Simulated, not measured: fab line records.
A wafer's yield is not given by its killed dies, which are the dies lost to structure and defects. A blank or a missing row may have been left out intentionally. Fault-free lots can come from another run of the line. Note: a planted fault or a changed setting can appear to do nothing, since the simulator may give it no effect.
Matching of chambers ; flow nand-harc ; rie-diel-06 running NHARC_A_STAIRCASE_DESCUM_270: 4 sister chambers
The step chemistry O2, time 3 s. 18 wafers are shown with their chamber, then 9 later ones without.

EACH WAFER AND ITS CHAMBER
wafer;chamber;showerhead-plenum-p-Torr (Torr);drypump-motor-current-A (A);rf-vpp-V (V)
L074.2;1;2.07;5.9;59.4
L074.4;3;1.86;6.7;57.2
L074.6;1;2.07;5.9;59.1
L077.2;2;1.97;6.3;57.6
L077.3;0;1.81;4.8;58.9
L077.4;1;2.07;5.9;59.4
L078.1;3;1.86;6.7;58.2
L078.2;2;1.97;6.3;56.6
L078.6;2;1.97;6.3;57.9
L081.1;3;1.86;6.7;57.8
L081.5;2;1.97;6.3;57.9
L081.6;1;2.07;5.9;58.2
L084.1;3;1.86;6.7;57.8
L084.2;2;1.96;6.4;58.7
L084.6;1;2.06;5.9;58.3
L083.2;1;2.06;6.0;58.7
L083.3;0;1.81;4.8;56.8
L083.4;3;1.86;6.7;56.8

SIGNATURES, as means of the wafers listed above
reading;chamber 0;chamber 1;chamber 2;chamber 3;scatter within a chamber
showerhead-plenum-p-Torr;1.8100;2.0667;1.9680;1.8600;0.0039
drypump-motor-current-A;4.800;5.917;6.320;6.700;0.0342
rf-vpp-V;57.850;58.850;57.740;57.560;0.714
Rule: distance of a wafer from a chamber = root of the sum over the readings of ((wafer's reading minus chamber's mean) / reading's scatter) squared. The wafer belongs to the nearest chamber; if the next one is less than 2 further off, it can't be placed. The scatter: the root of (the sum of the squares of (reading less its chamber's mean) over the shown wafers, divided by (wafers less chambers)).

WAFERS WITHOUT THEIR CHAMBER
wafer;showerhead-plenum-p-Torr (Torr);drypump-motor-current-A (A);rf-vpp-V (V)
L090.2;1.96;6.3;58.1
L090.3;1.80;4.8;58.6
L090.6;1.85;6.7;57.7
L092.2;1.80;4.8;57.2
L092.3;1.95;6.3;60.0
L092.4;2.05;6.0;59.3
L093.2;1.80;4.8;58.1
L093.4;2.05;5.9;59.3
L093.6;1.85;6.7;57.0

EACH ONE'S CHAMBER
wafer;from the rows above;in truth
L090.2;2;2
L090.3;0;0
L090.6;3;3
L092.2;0;0
L092.3;2;2
L092.4;1;1
L093.2;0;0
L093.4;1;1
L093.6;3;3
9 of 9 placed correctly. Not placeable from these rows: 0. 0 placed wrongly.
